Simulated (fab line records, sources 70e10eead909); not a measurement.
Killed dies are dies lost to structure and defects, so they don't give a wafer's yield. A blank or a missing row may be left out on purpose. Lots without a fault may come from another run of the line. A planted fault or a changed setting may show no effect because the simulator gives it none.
Chamber matching | flow nand_harc | NHARC_A_M0_DEP_32 on pecvd-02: 3 sister chambers
The step deposits SiCN, target thk 30 nm. 3 wafers are shown with their chamber, then 7 later ones without.

WAFERS WITH THEIR CHAMBER
wafer  | chamber | heater_power_w (W)
L087.6 | 1       | 584
L088.2 | 0       | 476
L088.3 | 2       | 507

WAFERS WITHOUT THEIR CHAMBER
wafer  | heater_power_w (W)
L088.4 | 589
L090.4 | 541
L090.5 | 528
L090.6 | 552
L097.1 | 581
L097.2 | 534
L097.5 | 525

WHICH CHAMBER EACH WENT THROUGH
wafer  | from the rows above          | in truth
L088.4 | 1                            | 1
L090.4 | can't be placed: 2 or 1 or 0 | 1
L090.5 | can't be placed: 2 or 0 or 1 | 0
L090.6 | can't be placed: 1 or 2 or 0 | 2
L097.1 | 1                            | 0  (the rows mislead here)
L097.2 | can't be placed: 2 or 1 or 0 | 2
L097.5 | can't be placed: 2 or 0 or 1 | 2
Placed correctly: 1 of 7. Can't be placed from these rows: 5 (the true chamber is among the candidates in 5). Placed wrongly: 1.
How it was worked out, from the rows above alone: a wafer's distance from a chamber is the root of the sum, over the readings, of the square of ((its reading less the chamber's mean) divided by the reading's scatter). The wafer belongs to the nearest chamber; if the next one is less than 2 further off, it can't be placed. A chamber's mean is the mean of its shown wafers. The scatter: with one shown wafer a chamber, the root of the mean of the squares of how far each hidden wafer lies from its nearest shown one.
